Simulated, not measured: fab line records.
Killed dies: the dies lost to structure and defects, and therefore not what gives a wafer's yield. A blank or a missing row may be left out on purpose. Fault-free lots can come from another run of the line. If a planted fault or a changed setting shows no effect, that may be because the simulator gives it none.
Matching of chambers :: flow n5-finfet :: N5_BEOL_M9_ETCH_62 on rie-diel-06 has 4 sister chambers
The step etches SOC in N2/H2, target depth 110 nm, overetch 22 nm, time 165 s. 8 wafers are shown with their chamber, then 10 later ones without.

WAFERS, EACH WITH ITS CHAMBER
wafer: L081.2
chamber: 2
showerhead-plenum-p-Torr (Torr): 2.62
throttle-valve-pct (%): 18.03

wafer: L081.6
chamber: 3
showerhead-plenum-p-Torr (Torr): 2.42
throttle-valve-pct (%): 18.18

wafer: L082.4
chamber: 2
showerhead-plenum-p-Torr (Torr): 2.62
throttle-valve-pct (%): 18.04

wafer: L083.2
chamber: 0
showerhead-plenum-p-Torr (Torr): 2.48
throttle-valve-pct (%): 17.63

wafer: L083.3
chamber: 1
showerhead-plenum-p-Torr (Torr): 2.39
throttle-valve-pct (%): 17.71

wafer: L083.6
chamber: 0
showerhead-plenum-p-Torr (Torr): 2.48
throttle-valve-pct (%): 17.63

wafer: L084.1
chamber: 1
showerhead-plenum-p-Torr (Torr): 2.39
throttle-valve-pct (%): 17.72

wafer: L084.3
chamber: 3
showerhead-plenum-p-Torr (Torr): 2.41
throttle-valve-pct (%): 18.19

WAFERS WITHOUT THEIR CHAMBER
wafer: L084.4
showerhead-plenum-p-Torr (Torr): 2.47
throttle-valve-pct (%): 17.63

wafer: L085.1
showerhead-plenum-p-Torr (Torr): 2.39
throttle-valve-pct (%): 17.70

wafer: L085.4
showerhead-plenum-p-Torr (Torr): 2.39
throttle-valve-pct (%): 17.73

wafer: L085.6
showerhead-plenum-p-Torr (Torr): 2.41
throttle-valve-pct (%): 18.18

wafer: L087.1
showerhead-plenum-p-Torr (Torr): 2.47
throttle-valve-pct (%): 17.65

wafer: L087.2
showerhead-plenum-p-Torr (Torr): 2.41
throttle-valve-pct (%): 18.19

wafer: L087.5
showerhead-plenum-p-Torr (Torr): 2.47
throttle-valve-pct (%): 17.64

wafer: L095.2
showerhead-plenum-p-Torr (Torr): 2.47
throttle-valve-pct (%): 17.66

wafer: L095.5
showerhead-plenum-p-Torr (Torr): 2.40
throttle-valve-pct (%): 18.20

wafer: L095.6
showerhead-plenum-p-Torr (Torr): 2.47
throttle-valve-pct (%): 17.65

THE CHAMBER EACH PASSED THROUGH
wafer: L084.4
from the rows above: 0
in truth: 0

wafer: L085.1
from the rows above: 1
in truth: 1

wafer: L085.4
from the rows above: 1
in truth: 1

wafer: L085.6
from the rows above: 3
in truth: 3

wafer: L087.1
from the rows above: 0
in truth: 0

wafer: L087.2
from the rows above: 3
in truth: 3

wafer: L087.5
from the rows above: 0
in truth: 0

wafer: L095.2
from the rows above: 0
in truth: 0

wafer: L095.5
from the rows above: 3
in truth: 3

wafer: L095.6
from the rows above: 0
in truth: 0
10 of 10 placed correctly. Left unplaced by these rows: 0. 0 placed wrongly.
How it was worked out, from the rows above alone: a wafer's distance from a chamber is the root of the sum, over the readings, of the square of ((its reading less the chamber's mean) divided by the reading's scatter). If the next closest chamber is less than 2 further off than the closest, the wafer can't be placed; otherwise it belongs to the closest. The mean given for a chamber averages the wafers shown for that chamber. The scatter is the square root of a quotient: the sum, over the shown wafers, of each reading's squared deviation from its chamber's mean, divided by wafers minus chambers.
